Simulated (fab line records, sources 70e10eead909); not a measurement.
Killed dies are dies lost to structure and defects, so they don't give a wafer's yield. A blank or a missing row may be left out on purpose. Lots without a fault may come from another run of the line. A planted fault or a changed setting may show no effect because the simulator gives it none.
Problem report in the 8D (eight disciplines) form, filled by code | flow nand_harc | the parts of the form that need people (team, actions taken, sign-off) are left out

1. THE PROBLEM
cd_nm at NHARC_A_CONTACT_CD_MEAS_69 reads a mean of 311.7 nm on 9 wafers of 3 lots; wafers without a fault read 300.1 nm with a standard deviation of 0.53. That is +22 standard deviations from the usual mean.
The step: target cd 300 nm.
First seen on wafer L229.2, day 27 17:06, on cd_sem-01. The record holds 33 wafers of 11 lots with a number at this step. Rule for "out", or "out of limits": more than 4 standard deviations from the usual mean. The other wafers with a number count as sound.

2. WHAT IT IS AND WHAT IT IS NOT
question                    | is                     | is not
which readings at this step | cd_nm                  | -
which lots                  | L229, L232, L235       | L218, L219, L220, L221, L223, L224, L237, L239
which wafers of those lots  | all that have a number | -
read on which gauges        | cd_sem-01, cd_sem-03   | cd_sem-02
when                        | from day 27 17:06      | up to then (18 sound wafers); but 6 sound wafers of L237, L239 came after

3. SUSPECTS, AND WHAT RULES EACH OUT
Counting: a tool at a process step up to the reading stays a suspect if it ran every lot that is out and no sound lot after the first of them.
- the gauge at NHARC_A_CONTACT_CD_MEAS_69: ruled out. The wafers that are out were read on 2 gauges (cd_sem-01, cd_sem-03).
- har_cap_etch-02 at NHARC_A_CONTACT_ETCH_119 (etches the open film in C4F8/O2/Ar, time 190 s, target depth 1850 nm): kept. It ran every lot that is out, first L229 (day 27 10:20), and no sound lot after that; its last sound lot up to then is L220 (day 23 05:09).
- arfi_scanner-01 at NHARC_A_CONTACT_EXPOSE_66 (exposes mask A CC 2): kept. It ran every lot that is out, first L229 (day 27 16:58), and no sound lot after that; its last sound lot up to then is L224 (day 25 19:02). Its own readings are out on those wafers: exposure_dose_mJ_cm2.
Left after counting: har_cap_etch-02 at NHARC_A_CONTACT_ETCH_119, arfi_scanner-01 at NHARC_A_CONTACT_EXPOSE_66.

4. THE CAUSE (what the simulator had put in)
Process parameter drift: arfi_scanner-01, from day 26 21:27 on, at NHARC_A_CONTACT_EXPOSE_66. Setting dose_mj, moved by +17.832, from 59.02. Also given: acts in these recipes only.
Counting left 2 suspects, and this tool is among them.

5. THE CHAIN OF EFFECTS, in route order
Each row: a reading whose mean over the struck wafers that have a number lies more than 3 standard deviations from the usual. Only readings for which the record gives a usual standard deviation are gone through. hours: the time from each lot's start at the first step in this table that gives one to its start at this step, as a median over the lots. sigmas: the change in usual standard deviations.
hours | step                       | reading              | usual    | on struck wafers | change | sigmas
0     | NHARC_A_CONTACT_EXPOSE_66  | exposure_dose_mJ_cm2 | 59.04    | 73.72            | +14.68 | +99 or more
0     | NHARC_A_CONTACT_CD_MEAS_69 | cd_nm                | 300.1 nm | 311.7            | +11.6  | +22
The process steps in it:
- NHARC_A_CONTACT_EXPOSE_66: exposes mask A CC 2.

6. WHAT WOULD HAVE CAUGHT IT SOONER
In this record the first reading out of limits at a measuring or inspecting step was taken at day 27 17:06, 20 hours after the fault began at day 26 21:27.
The tool's own readings at NHARC_A_CONTACT_EXPOSE_66 were out on every struck wafer that the step has a row for (exposure_dose_mJ_cm2): an alarm limit on them would have fired on the first of those.
Of the lots that are out (3), L232, L235 began NHARC_A_CONTACT_EXPOSE_66 on arfi_scanner-01 after day 27 17:06. A hold on the tool at that time would have spared those 2.
